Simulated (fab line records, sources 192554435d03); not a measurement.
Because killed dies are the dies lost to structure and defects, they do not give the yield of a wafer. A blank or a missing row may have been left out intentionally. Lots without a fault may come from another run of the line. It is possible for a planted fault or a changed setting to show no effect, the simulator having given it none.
Chamber matching :: flow n5 finfet :: N5_BEOL_M0_SAQP_ETCH_106 on rie diel-04 has 4 sister chambers
The step etches SOC in N2/H2, stops on SiNx, target depth 150 nm. 8 wafers are shown with their chamber, then 7 later ones without.

== WAFERS, EACH WITH ITS CHAMBER ==
wafer: L078.3
chamber: 3
showerhead plenum p Torr (Torr): 2.54
throttle valve pct (%): 17.80

wafer: L082.3
chamber: 1
showerhead plenum p Torr (Torr): 2.55
throttle valve pct (%): 18.03

wafer: L082.4
chamber: 0
showerhead plenum p Torr (Torr): 2.70
throttle valve pct (%): 17.61

wafer: L084.1
chamber: 0
showerhead plenum p Torr (Torr): 2.69
throttle valve pct (%): 17.62

wafer: L084.3
chamber: 2
showerhead plenum p Torr (Torr): 2.53
throttle valve pct (%): 17.86

wafer: L084.4
chamber: 3
showerhead plenum p Torr (Torr): 2.54
throttle valve pct (%): 17.81

wafer: L086.1
chamber: 2
showerhead plenum p Torr (Torr): 2.53
throttle valve pct (%): 17.85

wafer: L086.2
chamber: 1
showerhead plenum p Torr (Torr): 2.55
throttle valve pct (%): 18.05

== WAFERS WITHOUT THEIR CHAMBER ==
wafer: L086.6
showerhead plenum p Torr (Torr): 2.53
throttle valve pct (%): 17.82

wafer: L094.1
showerhead plenum p Torr (Torr): 2.69
throttle valve pct (%): 17.66

wafer: L094.3
showerhead plenum p Torr (Torr): 2.54
throttle valve pct (%): 18.07

wafer: L094.4
showerhead plenum p Torr (Torr): 2.53
throttle valve pct (%): 17.85

wafer: L096.1
showerhead plenum p Torr (Torr): 2.53
throttle valve pct (%): 17.84

wafer: L096.5
showerhead plenum p Torr (Torr): 2.68
throttle valve pct (%): 17.65

wafer: L096.6
showerhead plenum p Torr (Torr): 2.54
throttle valve pct (%): 18.09

== THE CHAMBER EACH PASSED THROUGH ==
wafer: L086.6
from the rows above: can't be placed: 3 or 2
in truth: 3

wafer: L094.1
from the rows above: 0
in truth: 0

wafer: L094.3
from the rows above: 1
in truth: 1

wafer: L094.4
from the rows above: 2
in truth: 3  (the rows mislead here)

wafer: L096.1
from the rows above: 2
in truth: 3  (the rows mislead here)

wafer: L096.5
from the rows above: 0
in truth: 0

wafer: L096.6
from the rows above: 1
in truth: 1
4 of 7 placed correctly. Can't be placed from these rows: 1 (the true chamber is among the candidates in 1). Placed wrongly: 2.
How it was worked out, from the rows above alone: a wafer's distance from a chamber is the root of the sum, over the readings, of the square of ((its reading less the chamber's mean) divided by the reading's scatter). If the next closest chamber is less than 2 further off than the closest, the wafer can't be placed; otherwise it belongs to the closest. For every chamber, the mean is computed from those of its wafers that are shown. The scatter is the square root of a quotient: the sum, over the shown wafers, of each reading's squared deviation from its chamber's mean, divided by wafers minus chambers.
